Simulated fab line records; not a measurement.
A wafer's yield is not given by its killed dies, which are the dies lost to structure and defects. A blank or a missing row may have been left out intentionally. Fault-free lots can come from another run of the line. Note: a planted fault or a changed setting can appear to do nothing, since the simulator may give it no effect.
Struck lot and sound lot, side by side + flow nand harc + 38 steps out of a route of 1159
Sound: these wafers, L665.2, L665.3, L665.5. Struck: wafer L670.4. The cause is named last.
Each step with rows lists, per side, the tool, then ch with its chambers, then its first start. Under that, the readings that differ: sound wafers + struck wafers + difference of the means + sigmas: that difference in standard deviations of wafers without a fault.
alike: same words and numbers on both sides, and readings whose means sit less than 2 such deviations apart. not compared: any withheld reading, any reading some wafer has no value for, any bound like >300 that may hide the same value, and any number with overlapping values for which the record gives no deviation.
The two part at a step that has a row with sigmas, a row that says differs or no value, or rows on one side only. Numbers that don't overlap but have no deviation are shown without sigmas and don't part them. Lack of a reading on every wafer of one side parts them only where that side has two or more wafers.

first, 2 steps without rows for these wafers: NHARC_THIN_TSV_ETCH_44 (etches the open film in CF4/O2, target depth 1594.2 nm, time 797.1 s); NHARC_THIN_TSV_ETCH_15 (target depth 3000 nm, bosch target overetch cycles 2, bosch etch step 2.8 s).
NHARC_THIN_TSV_CD_MEAS_16:
  sound: cd sem-02 at day 20 05:26; struck: cd sem-01 at day 21 19:38
| reading    | sound             | struck | difference | sigmas |
|------------|-------------------|--------|------------|--------|
| cd nm (nm) | 998.0 997.4 997.0 | 1002.8 | +5.3       | +2     |
NHARC_THIN_TSV_STRIP_45: strips in O2.
  sound on plasma asher-02 ch 0, day 20 05:33; struck on plasma asher-01 ch 0, day 21 19:50
| reading                     | sound          | struck | difference | sigmas |
|-----------------------------|----------------|--------|------------|--------|
| drypump motor current A (A) | 5.94 5.93 5.89 | 5.21   | -0.71      | -2     |
  alike: heater power w
  not compared: rf hours counter h
then, 1 step without rows for these wafers: NHARC_THIN_TSV_STRIP_46 (strips in post etch residue remover, time 1200 s).
NHARC_THIN_TSV_DEP_47: deposits SiO2, target thk 200 nm.
  sound on pecvd-04 ch 0,1,2, day 20 06:20; struck on pecvd-02 ch 2, day 21 20:44
  alike: throttle valve pct
NHARC_THIN_TSV_ETCHBACK_48: etches the open film in C4F8/Ar, target depth 1028.5 nm, time 405.17 s.
  sound on rie diel-03 ch 0,1,3, day 20 06:44; struck on rie diel-03 ch 0, day 21 21:04
  alike: bias w, chamber pressure mTorr, oes product au, rf vpp V
  not compared: rf hours counter h
then, 4 steps without rows for these wafers: NHARC_THIN_TSV_STRIP_62 (strips in N2/H2, time 20 s); NHARC_THIN_TSV_DEGAS_49 (time 120 s); NHARC_THIN_TSV_PRE_CLEAN_50 (time 30 s); NHARC_THIN_TSV_PVD_19 (deposits TaN, target thk 20 nm).
NHARC_THIN_TSV_PVD_51: deposits Cu, target thk 100 nm.
  sound on pvd sputter-01; struck on pvd sputter-02
  alike: throttle valve pct
NHARC_THIN_TSV_ECD_20: material Cu, target thk 2000 nm.
  sound on ecd cu-01 ch 0, day 20 07:41; struck on ecd cu-02 ch 1, day 21 22:21
then, 15 steps without rows for these wafers: NHARC_THIN_TSV_ANNEAL_52 (time 90 s); NHARC_THIN_TSV_CMP_21 (polishes, t overpolish 30 s, target thk 2000 nm); NHARC_THIN_TSV_SRD_23; NHARC_THIN_TSV_DEGAS_53 (time 60 s); NHARC_THIN_TSV_PRE_CLEAN_54 (time 30 s); NHARC_THIN_TSV_PVD_55 (deposits TiN, target thk 50 nm); NHARC_THIN_TSV_PVD_24 (deposits Al, target thk 800 nm); NHARC_THIN_TSV_DEHYDRATE_25 (time 120 s); NHARC_THIN_TSV_HMDS_26 (time 30 s); NHARC_THIN_TSV_COAT_27; NHARC_THIN_TSV_SOFTBAKE_28 (time 95 s); NHARC_THIN_TSV_EBR_29; NHARC_THIN_TSV_EXPOSE_30 (exposes mask PAD); NHARC_THIN_TSV_PEB_31 (peb time 85 s); NHARC_THIN_TSV_DEVELOP_32 (time 70 s).
NHARC_THIN_TSV_CD_MEAS_33 targets a cd of 5000 nm.
  sound on cd sem-02 ch 0, day 20 10:23; struck on cd sem-03 ch 0, day 22 00:48
  alike: cd nm
then, 3 steps without rows for these wafers: NHARC_THIN_TSV_HARDBAKE_34 (time 80 s); NHARC_THIN_TSV_DESCUM_35 (chemistry O2, time 3 s); NHARC_THIN_TSV_ETCH_59 (etches the open film in Cl2/BCl3, target depth 880 nm, time 138.1 s).
NHARC_THIN_TSV_ETCH_36: etches the open film in Cl2/BCl3, target depth 65 nm, time 18.571 s.
  sound on rie metal-03 ch 0,1, day 20 10:55; struck on rie metal-03 ch 0, day 22 01:21
  alike: chamber pressure mTorr, drypump motor current A, oes product au
  not compared: rf hours counter h
then, 2 steps without rows for these wafers: NHARC_THIN_TSV_STRIP_56 (strips in O2); NHARC_THIN_TSV_STRIP_57 (strips in post etch residue remover, time 1200 s).
NHARC_THIN_TSV_CD_MEAS_37:
  sound: cd sem-02 at day 20 11:50; struck: cd sem-01 at day 22 02:14
  alike: cd nm
then, 1 step without rows for these wafers: NHARC_THIN_TSV_ANNEAL_58 (time 1800 s).
NHARC_END_SORT_01:
  at this point the record logs the struck wafers (prober-01 ch 0, day 22 12:09) and has no rows for the sound ones

WHERE THEY PART
Last at NHARC_END_SORT_01 as far as this record goes, first at NHARC_THIN_TSV_CD_MEAS_16.

WHY: whatever the simulator had introduced
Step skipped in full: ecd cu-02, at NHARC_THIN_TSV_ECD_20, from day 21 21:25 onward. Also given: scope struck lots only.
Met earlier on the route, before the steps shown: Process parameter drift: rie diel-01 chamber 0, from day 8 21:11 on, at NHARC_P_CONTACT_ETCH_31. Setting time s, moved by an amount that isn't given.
